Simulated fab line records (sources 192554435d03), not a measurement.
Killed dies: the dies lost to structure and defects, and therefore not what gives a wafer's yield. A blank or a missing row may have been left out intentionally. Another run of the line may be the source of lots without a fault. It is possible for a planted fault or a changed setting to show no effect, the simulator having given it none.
Chamber matching | flow n5_finfet | 3 sister chambers for N5_BEOL_M5_PRE_CLEAN_77 on cvd_co-01
The step time 15 s. 6 wafers are shown with their chamber, then 12 later ones without.

WAFERS, EACH WITH ITS CHAMBER
wafer  | chamber | heater_power_w (W)
L087.6 | 2       | 46
L090.3 | 2       | 45
L088.3 | 1       | 103
L089.1 | 0       | 105
L089.4 | 0       | 103
L089.5 | 1       | 103

WAFERS MISSING THEIR CHAMBER
wafer  | heater_power_w (W)
L091.2 | 104
L091.3 | 104
L091.6 | 106
L092.1 | 47
L092.2 | 104
L092.3 | 104
L094.1 | 45
L094.5 | 105
L094.6 | 45
L096.2 | 103
L096.4 | 46
L096.6 | 104

WHICH CHAMBER EACH ONE RAN IN
wafer  | from the rows above     | in truth
L091.2 | can't be placed: 0 or 1 | 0
L091.3 | can't be placed: 0 or 1 | 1
L091.6 | can't be placed: 0 or 1 | 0
L092.1 | 2                       | 2
L092.2 | can't be placed: 0 or 1 | 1
L092.3 | can't be placed: 0 or 1 | 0
L094.1 | 2                       | 2
L094.5 | can't be placed: 0 or 1 | 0
L094.6 | 2                       | 2
L096.2 | can't be placed: 1 or 0 | 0
L096.4 | 2                       | 2
L096.6 | can't be placed: 0 or 1 | 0
Correct placement for 4 of the 12. Cannot be placed on the basis of these rows: 8; the candidates contain the true chamber in 8. Placed wrongly: 0.
How it was worked out, from the rows above alone: a wafer's distance from a chamber is the root of the sum, over the readings, of the square of ((its reading less the chamber's mean) divided by the reading's scatter). If the next closest chamber is less than 2 further off than the closest, the wafer can't be placed; otherwise it belongs to the closest. For every chamber, the mean is computed from those of its wafers that are shown. The scatter: the root of (the sum of the squares of (reading less its chamber's mean) over the shown wafers, divided by (wafers less chambers)).
